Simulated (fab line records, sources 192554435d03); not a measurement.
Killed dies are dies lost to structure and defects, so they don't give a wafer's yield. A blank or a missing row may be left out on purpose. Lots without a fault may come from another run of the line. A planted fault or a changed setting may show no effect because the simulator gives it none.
Chamber matching | flow n5_finfet | N5_PASSIVATION_STRIP_14 on rie_diel-01: 4 sister chambers
The step strips in O2. 16 wafers are shown with their chamber, then 8 later ones without.

WAFERS WITH THEIR CHAMBER
wafer  | chamber | showerhead_plenum_p_Torr (Torr) | drypump_motor_current_A (A) | throttle_valve_pct (%)
L075.2 | 3       | 2.13                            | 6.0                         | 16.54
L075.4 | 1       | 2.23                            | 5.6                         | 16.58
L075.5 | 2       | 2.11                            | 5.7                         | 16.90
L078.4 | 0       | 2.04                            | 5.4                         | 16.63
L078.5 | 0       | 2.04                            | 5.4                         | 16.65
L078.6 | 1       | 2.23                            | 5.7                         | 16.59
L079.1 | 1       | 2.23                            | 5.6                         | 16.57
L079.3 | 3       | 2.13                            | 6.1                         | 16.58
L079.4 | 2       | 2.11                            | 5.7                         | 16.91
L081.1 | 1       | 2.23                            | 5.6                         | 16.57
L081.2 | 3       | 2.12                            | 6.0                         | 16.60
L081.4 | 0       | 2.04                            | 5.4                         | 16.65
L084.4 | 2       | 2.11                            | 5.7                         | 16.93
L084.5 | 2       | 2.11                            | 5.7                         | 16.98
L084.6 | 3       | 2.12                            | 6.1                         | 16.58
L086.3 | 3       | 2.12                            | 6.0                         | 16.63

SIGNATURES (means of the wafers above)
reading                  | chamber 0 | chamber 1 | chamber 2 | chamber 3 | scatter within a chamber
showerhead_plenum_p_Torr | 2.0400    | 2.2300    | 2.1100    | 2.1240    | 0.00316
drypump_motor_current_A  | 5.400     | 5.625     | 5.700     | 6.040     | 0.0403
throttle_valve_pct       | 16.6433   | 16.5775   | 16.9300   | 16.5860   | 0.0269
Rule: a wafer's distance from a chamber is the root of the sum, over the readings, of the square of ((its reading less the chamber's mean) divided by the reading's scatter). The wafer belongs to the nearest chamber; if the next one is less than 2 further off, it can't be placed. The scatter: the root of (the sum of the squares of (reading less its chamber's mean) over the shown wafers, divided by (wafers less chambers)).

WAFERS WITHOUT THEIR CHAMBER
wafer  | showerhead_plenum_p_Torr (Torr) | drypump_motor_current_A (A) | throttle_valve_pct (%)
L086.5 | 2.22                            | 5.7                         | 16.64
L086.6 | 2.04                            | 5.4                         | 16.67
L087.2 | 2.03                            | 5.4                         | 16.71
L087.4 | 2.22                            | 5.6                         | 16.66
L087.6 | 2.12                            | 6.0                         | 16.60
L093.1 | 2.09                            | 5.7                         | 17.02
L093.4 | 2.21                            | 5.6                         | 16.66
L093.5 | 2.09                            | 5.6                         | 17.02

WHICH CHAMBER EACH WENT THROUGH
wafer  | from the rows above | in truth
L086.5 | 1                   | 1
L086.6 | 0                   | 0
L087.2 | 0                   | 0
L087.4 | 1                   | 1
L087.6 | 3                   | 3
L093.1 | 2                   | 2
L093.4 | 1                   | 1
L093.5 | 2                   | 2
Placed correctly: 8 of 8. Can't be placed from these rows: 0. Placed wrongly: 0.
